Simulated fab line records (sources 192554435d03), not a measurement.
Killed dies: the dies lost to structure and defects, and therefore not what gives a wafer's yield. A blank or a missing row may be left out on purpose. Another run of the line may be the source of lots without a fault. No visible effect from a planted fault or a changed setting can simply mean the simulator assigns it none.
What tool caused it? | flow n5 finfet | Sampling: 11 lots, 30 wafers, 5 of 1938 route steps

## WHAT EACH GAUGE READ, for each wafer
N5_DUMMY_GATE_CD_MEAS_50: target cd 14 nm. Usual: cd nm 13.98 nm, standard deviation 0.29.
lot  | measured    | on        | cd nm (nm)        | flag
L719 | day 2 23:07 | cd sem-03 | 13.90 14.31 13.99 |
L720 | day 3 03:58 | cd sem-02 | 13.79 13.72 13.85 |
L721 | day 3 12:04 | cd sem-02 | 13.85 13.73 13.53 |
L724 | day 4 04:50 | cd sem-02 | 13.94 14.07       |
L726 | day 4 16:24 | cd sem-01 | 14.02 13.51       |
L728 | day 5 07:32 | cd sem-01 | 14.13 13.62       |
L732 | day 6 05:06 | cd sem-01 | 14.34 13.82 13.71 |
L738 | day 7 17:14 | cd sem-03 | 14.06 13.53 13.80 |
L739 | day 7 21:58 | cd sem-03 | 14.07 14.27 14.11 |
L741 | day 8 12:17 | cd sem-01 | 13.88 14.69 14.22 |
L742 | day 8 16:22 | cd sem-01 | 13.96 13.98 13.65 |

N5_SD_EPI_N_INSPECT_11: inspects for defects (macro). Usual: raw defect count 2.1, standard deviation 1.5.
lot  | measured    | on                | raw defect count | flag
L719 | day 3 00:50 | defect inspect-01 | 2 1 0            |
L720 | day 3 05:52 | defect inspect-02 | 2 0 3            |
L721 | day 3 13:55 | defect inspect-01 | 4 3 0            |
L724 | day 4 06:35 | defect inspect-02 | 5 1              |
L726 | day 4 19:52 | defect inspect-01 | 0 1              |
L728 | day 5 09:32 | defect inspect-02 | 0 3              |
L732 | day 6 06:57 | defect inspect-01 | 1 0 1            |
L738 | day 7 18:58 | defect inspect-01 | 2 1 1            |
L739 | day 8 00:08 | defect inspect-01 | 2 2 3            |
L741 | day 8 14:32 | defect inspect-02 | 1 4 1            |
L742 | day 8 18:40 | defect inspect-02 | 1 3 0            |

N5_BEOL_M4_RC_MEAS_101. Usual: DIBL_N 36.5 mV/V, standard deviation 1.4; DIBL_P 36.9 mV/V, standard deviation 1.7; IOFF_N 0.163 nA/um, standard deviation 0.023; IOFF_P 0.22 nA/um, standard deviation 0.032; ION_N 673 uA/um, standard deviation 9; ION_P 462 uA/um, standard deviation 7.5; SS_N 71.6 mV/dec, standard deviation 0.54; SS_P 73.4 mV/dec, standard deviation 0.62; VT_N 249.8 mV, standard deviation 2.8; VT_P -250 mV, standard deviation 3.5.
lot  | measured     | on        | DIBL_N (mV/V)  | DIBL_P (mV/V)  | IOFF_N (nA/um)    | IOFF_P (nA/um) | ION_N (uA/um) | ION_P (uA/um) | SS_N (mV/dec)  | SS_P (mV/dec)  | VT_N (mV)         | VT_P (mV)      | flag
L719 | day 7 20:49  | prober-02 | 35.6 36.6 35.5 | 35.4 36.4 35.4 | 0.143 0.167 0.149 | 0.19 0.20 0.19 | 663 665 674   | 459 450 461   | 71.8 72.1 71.7 | 73.3 73.2 72.7 | 252.3 249.5 251.7 | -255 -253 -255 |
L720 | day 7 23:18  | prober-01 | 35.0 37.3 36.1 | 35.9 38.7 37.2 | 0.143 0.184 0.163 | 0.21 0.26 0.23 | 657 680 663   | 457 468 460   | 71.2 71.9 72.0 | 73.6 74.2 73.8 | 253.3 247.2 250.5 | -248 -245 -249 |
L721 | day 8 14:34  | prober-02 | 36.8 37.5 38.1 | 36.5 36.5 37.9 | 0.161 0.173 0.186 | 0.26 0.25 0.29 | 684 680 689   | 479 475 482   | 71.6 72.0 71.9 | 73.5 73.7 73.7 | 249.2 247.9 245.9 | -243 -248 -244 |
L724 | day 9 18:32  | prober-02 | 37.1 38.4      | 37.7 39.6      | 0.158 0.184       | 0.21 0.24      | 673 685       | 458 471       | 71.7 71.8      | 73.4 74.1      | 250.3 247.9       | -253 -248      |
L726 | day 9 19:08  | prober-01 | 37.8 37.8      | 37.9 37.7      | 0.184 0.179       | 0.22 0.21      | 667 684       | 450 457       | 72.8 72.0      | 73.8 73.6      | 247.4 245.8       | -251 -253      |
L728 | day 10 00:23 | prober-02 | 35.0 34.4      | 37.2 36.0      | 0.146 0.128       | 0.18 0.16      | 671 662       | 453 450       | 71.8 71.2      | 72.6 72.7      | 250.6 254.2       | -256 -259      |
L732 | day 11 10:47 | prober-02 | 37.1 38.6 38.2 | 35.0 37.5 36.8 | 0.147 0.184 0.174 | 0.18 0.22 0.20 | 663 675 683   | 447 455 454   | 71.5 71.8 71.9 | 73.0 74.8 73.5 | 250.5 249.4 248.8 | -255 -252 -253 |
L738 | day 12 13:56 | prober-01 | 33.6 35.3 33.0 | 35.0 36.8 34.3 | 0.123 0.146 0.114 | 0.19 0.21 0.18 | 658 678 657   | 461 464 461   | 70.9 71.4 71.1 | 72.6 73.4 73.1 | 255.1 253.1 255.0 | -251 -252 -256 |
L739 | day 12 18:17 | prober-02 | 37.8 35.1 34.4 | 39.6 36.1 35.9 | 0.191 0.142 0.128 | 0.22 0.17 0.17 | 679 671 656   | 457 448 454   | 71.9 71.0 70.8 | 74.2 73.7 73.8 | 247.5 251.1 255.7 | -252 -258 -254 |
L741 | day 13 21:52 | prober-02 | 37.4 35.0 37.4 | 36.8 33.4 36.2 | 0.154 0.117 0.156 | 0.21 0.16 0.20 | 669 668 664   | 464 456 455   | 71.8 71.4 71.9 | 73.0 72.8 73.4 | 251.2 254.7 252.8 | -249 -253 -249 |
L742 | day 13 15:49 | prober-02 | 37.3 38.3 37.7 | 36.0 37.0 35.6 | 0.184 0.213 0.183 | 0.25 0.29 0.25 | 675 673 673   | 464 460 462   | 71.8 71.7 72.7 | 73.7 74.9 74.1 | 246.7 245.4 249.9 | -246 -246 -247 |

## TOOL THAT RAN EACH LOT (tool first, then ch and the chambers of the sampled wafers, then the start)
lot  | N5_DUMMY_GATE_ETCH_32           | N5_SD_EPI_N_COAT_32
L719 | rie si-04 ch 0,1, day 2 23:25   | litho track-02 ch 0, day 3 00:32
L720 | rie si-03 ch 1,2,3, day 3 04:15 | litho track-01 ch 0, day 3 05:26
L721 | rie si-04 ch 0,3, day 3 12:22   | litho track-04 ch 0, day 3 13:29
L724 | rie si-03 ch 1,2, day 4 05:08   | litho track-04 ch 0, day 4 06:17
L726 | rie si-03 ch 0,1, day 4 16:51   | litho track-04 ch 0, day 4 19:27
L728 | rie si-01 ch 1,3, day 5 07:49   | litho track-04 ch 0, day 5 09:14
L732 | rie si-04 ch 0,2,3, day 6 05:23 | litho track-02 ch 0, day 6 06:32
L738 | rie si-03 ch 0,1,3, day 7 17:34 | litho track-04 ch 0, day 7 18:41
L739 | rie si-01 ch 1,2,3, day 7 22:16 | litho track-04 ch 0, day 7 23:43
L741 | rie si-01 ch 0,2,3, day 8 12:35 | litho track-04 ch 0, day 8 14:07
L742 | rie si-01 ch 0,2,3, day 8 16:40 | litho track-04 ch 0, day 8 18:15
- N5_DUMMY_GATE_ETCH_32: etches SiO2 in CF4, target depth 3.5 nm, time 3.9 s.
- N5_SD_EPI_N_COAT_32: time 60 s, resist thk 350 nm.

## WHAT THE TOOLS THEMSELVES READ (means of the sampled wafers that have a number; where no wafer has one, the mark that the record gives instead)
N5_DUMMY_GATE_ETCH_32. Usual: chamber pressure mTorr 9.999 mTorr, standard deviation 0.0093; drypump motor current A 5.7 A, standard deviation 0.4; oes product au 1.000 a.u., standard deviation 0.018; throttle valve pct 21.79 %, standard deviation 0.2.
lot  | tool      | chamber pressure mTorr (mTorr) | drypump motor current A (A) | oes product au (a.u.) | throttle valve pct (%) | flag
L719 | rie si-04 | 9.994                          | 6.1                         | 1.021                 | 21.57                  |
L720 | rie si-03 | 10.001                         | 5.9                         | 1.000                 | 21.85                  |
L721 | rie si-04 | 9.998                          | 6.0                         | 1.003                 | 21.65                  |
L724 | rie si-03 | 10.012                         | 5.9                         | 0.990                 | 21.86                  |
L726 | rie si-03 | 10.001                         | 5.6                         | 0.997                 | 21.81                  |
L728 | rie si-01 | 10.000                         | 5.7                         | 1.008                 | 21.58                  |
L732 | rie si-04 | 10.004                         | 5.7                         | 1.000                 | 21.74                  |
L738 | rie si-03 | 10.005                         | 5.6                         | 0.996                 | 21.81                  |
L739 | rie si-01 | 10.007                         | 5.5                         | 1.014                 | 21.72                  |
L741 | rie si-01 | 10.003                         | 5.5                         | 1.013                 | 21.76                  |
L742 | rie si-01 | 9.998                          | 5.5                         | 1.018                 | 21.77                  |

N5_SD_EPI_N_COAT_32. Usual: run length s 66.07 s, standard deviation 0.19.
lot  | tool           | run length s (s) | flag
L719 | litho track-02 | 66.23            |
L720 | litho track-01 | 66.34            |
L721 | litho track-04 | 66.09            |
L724 | litho track-04 | 67.62            | OFF
L726 | litho track-04 | 67.52            | OFF
L728 | litho track-04 | 67.50            | OFF
L732 | litho track-02 | 66.19            |
L738 | litho track-04 | 65.97            |
L739 | litho track-04 | 65.88            |
L741 | litho track-04 | 65.92            |
L742 | litho track-04 | 65.86            |

## THE ANSWER, worked out from the rows above alone
Rule: a lot is off if the mean of its wafers that have a number lies more than 3 standard deviations from the usual mean. A lot without any number at a reading at which 4 lots or more have one is off too. Any other lot the step has rows for is counted as sound. Order of review: gauges by route order, followed by the tools' own readings, for which a lot's mean as printed above is used. The first step at which some lot is off is used, and at that step the reading that is off furthest; a lot without a number counts as furthest.
Off: L724, L726, L728, at N5_SD_EPI_N_COAT_32 (run length s).
A tool fits if, at that step or a process step before it, it ran every lot that is off, and no sound lot after the first of them. Of those tried, none fits.

## WHAT THE SIMULATOR HAD PUT IN
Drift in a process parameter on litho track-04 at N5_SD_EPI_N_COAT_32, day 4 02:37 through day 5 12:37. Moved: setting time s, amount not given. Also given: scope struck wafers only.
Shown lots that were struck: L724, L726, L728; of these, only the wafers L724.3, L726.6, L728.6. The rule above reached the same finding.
